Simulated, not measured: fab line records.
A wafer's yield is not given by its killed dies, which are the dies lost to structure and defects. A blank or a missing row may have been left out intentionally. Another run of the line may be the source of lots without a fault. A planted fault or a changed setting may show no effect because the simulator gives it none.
Which of the tools did it? :: flow nand_harc :: 7 lots with 21 wafers sampled at 2 steps, on a route of 1302 steps

WHAT THE GAUGES READ, wafer by wafer
NHARC_THIN_TSV_CD_MEAS_16.
lot: L763
measured: day 24 11:09
on: cd_sem-03
cd_nm (nm): 998.1 999.0 1000.9

lot: L765
measured: day 24 18:55
on: cd_sem-01
cd_nm (nm): 1000.0 997.5 1000.1

lot: L772
measured: day 27 18:25
on: cd_sem-03
cd_nm (nm): 1000.0 998.9

lot: L778
measured: day 30 11:53
on: cd_sem-02
cd_nm (nm): 998.2 999.2 996.7

lot: L781
measured: day 31 17:15
on: cd_sem-02
cd_nm (nm): 1001.3 1000.9 1000.2

lot: L783
measured: day 33 20:08
on: cd_sem-02
cd_nm (nm): 1000.4 997.4 999.6

lot: L785
measured: day 34 09:25
on: cd_sem-01
cd_nm (nm): 999.4 1001.3 999.9

TOOL THAT RAN EACH LOT (tool first, then ch and the chambers of the sampled wafers, then the start)
lot: L763
NHARC_P_GATE_DEVELOP_45: litho_track-05 ch 0, day 5 20:00

lot: L765
NHARC_P_GATE_DEVELOP_45: litho_track-07 ch 0, day 6 22:00

lot: L772
NHARC_P_GATE_DEVELOP_45: litho_track-03 ch 0, day 9 12:00

lot: L778
NHARC_P_GATE_DEVELOP_45: litho_track-05 ch 0, day 12 08:00

lot: L781
NHARC_P_GATE_DEVELOP_45: litho_track-07 ch 0, day 13 15:00

lot: L783
NHARC_P_GATE_DEVELOP_45: litho_track-03 ch 0, day 14 04:00

lot: L785
NHARC_P_GATE_DEVELOP_45: litho_track-07 ch 0, day 15 11:00
- NHARC_P_GATE_DEVELOP_45: time 70 s.

THE ANSWER, worked out from the rows above alone
Rule: what is usual is taken from the lots themselves. The widest of any qualifying gaps counts: lots, ordered by their means at a reading, are off when they make up no more than a third of the lots, leave a main group of 4 or more, and stand apart from it by 3 or more times the standard deviation of that group's means. Not used: any main group whose means are identical at the precision the tables above print for the reading. A lot without any number at a reading at which 4 lots or more have one is off too. All remaining lots with rows at the step are treated as sound.
None of the lots is off at any reading shown; this tells nothing.

WHAT WAS PUT IN BY THE SIMULATOR
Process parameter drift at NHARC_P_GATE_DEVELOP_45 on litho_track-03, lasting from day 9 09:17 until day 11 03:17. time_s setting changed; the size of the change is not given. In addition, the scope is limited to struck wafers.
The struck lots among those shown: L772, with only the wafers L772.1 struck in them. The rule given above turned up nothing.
